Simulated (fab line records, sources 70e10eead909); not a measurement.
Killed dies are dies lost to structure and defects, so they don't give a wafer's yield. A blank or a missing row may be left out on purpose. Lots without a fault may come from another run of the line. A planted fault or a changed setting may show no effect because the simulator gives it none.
Problem report in the 8D (eight disciplines) form, filled by code | flow nand_harc | the parts of the form that need people (team, actions taken, sign-off) are left out

1. THE PROBLEM
heater_power_total_W at NHARC_P_M1_SOFTBAKE_04 reads a mean of 180.99 W on 6 wafers of 2 lots; wafers without a fault read 188.45 W with a standard deviation of 0.13. That is -57 standard deviations from the usual mean.
The step: time 55 s.
First seen on wafer L617.2, day 12 12:00, on litho_track-06. The record holds 36 wafers of 12 lots with a number at this step. Rule for "out", or "out of limits": more than 4 standard deviations from the usual mean. The other wafers with a number count as sound.

2. WHAT IT IS AND WHAT IT IS NOT
question                    | is                     | is not
which readings at this step | heater_power_total_W   | -
which lots                  | L617, L620             | L604, L606, L607, L610, L611, L612, L613, L622, L624, L625
which wafers of those lots  | all that have a number | -
read on which tools         | litho_track-06         | litho_track-01, litho_track-04
when                        | from day 12 12:00      | up to then (21 sound wafers); but 9 sound wafers of L622, L624, L625 came after

3. SUSPECTS, AND WHAT RULES EACH OUT
Counting: a tool at a process step up to the reading stays a suspect if it ran every lot that is out and no sound lot after the first of them.
- rie_diel-02 at NHARC_P_M0_DESCUM_14 (chemistry O2, time 3 s): ruled out as a lasting fault. Sound lots L622, L624 ran on it after its first lot that is out, L617 (day 12 08:25).
- pvd_sputter-03 at NHARC_P_M0_PVD_21 (deposits Cu, target thk 30 nm, time 20.49 s): kept. It ran every lot that is out, first L617 (day 12 11:07), and no sound lot after that. NHARC_P_M0_PVD_21 gives no start for some lots, so the hours and the order of its lots are those of NHARC_P_M0_THK_MEAS_24.
- litho_track-06 at NHARC_P_M1_SOFTBAKE_04 (time 55 s): kept. It ran every lot that is out, first L617 (day 12 12:00), and no sound lot after that; its last sound lot up to then is L612 (day 10 14:00). Its own readings are out on those wafers: heater_power_total_W.
Left after counting: pvd_sputter-03 at NHARC_P_M0_PVD_21, litho_track-06 at NHARC_P_M1_SOFTBAKE_04.

4. THE CAUSE (what the simulator had put in)
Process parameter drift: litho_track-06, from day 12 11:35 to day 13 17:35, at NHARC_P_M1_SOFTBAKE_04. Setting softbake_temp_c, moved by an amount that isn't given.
Counting left 2 suspects, and this tool is among them.

5. THE CHAIN OF EFFECTS, in route order
Each row: a reading whose mean over the struck wafers that have a number lies more than 3 standard deviations from the usual. Only readings for which the record gives a usual standard deviation are gone through. hours: the time from each lot's start at the first step in this table that gives one to its start at this step, as a median over the lots. sigmas: the change in usual standard deviations.
hours | step                   | reading              | usual    | on struck wafers | change | sigmas
0     | NHARC_P_M1_SOFTBAKE_04 | heater_power_total_W | 188.45 W | 180.99           | -7.46  | -57
The process steps in it:
- NHARC_P_M1_SOFTBAKE_04: time 55 s.
Later measuring or inspecting steps at which every struck wafer that the step has a row for has a number for every such reading, and none has moved that far: NHARC_END_SORT_01.

6. WHAT WOULD HAVE CAUGHT IT SOONER
In this record the first reading out of limits was taken at day 12 12:00, 0 hours after the fault began at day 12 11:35.
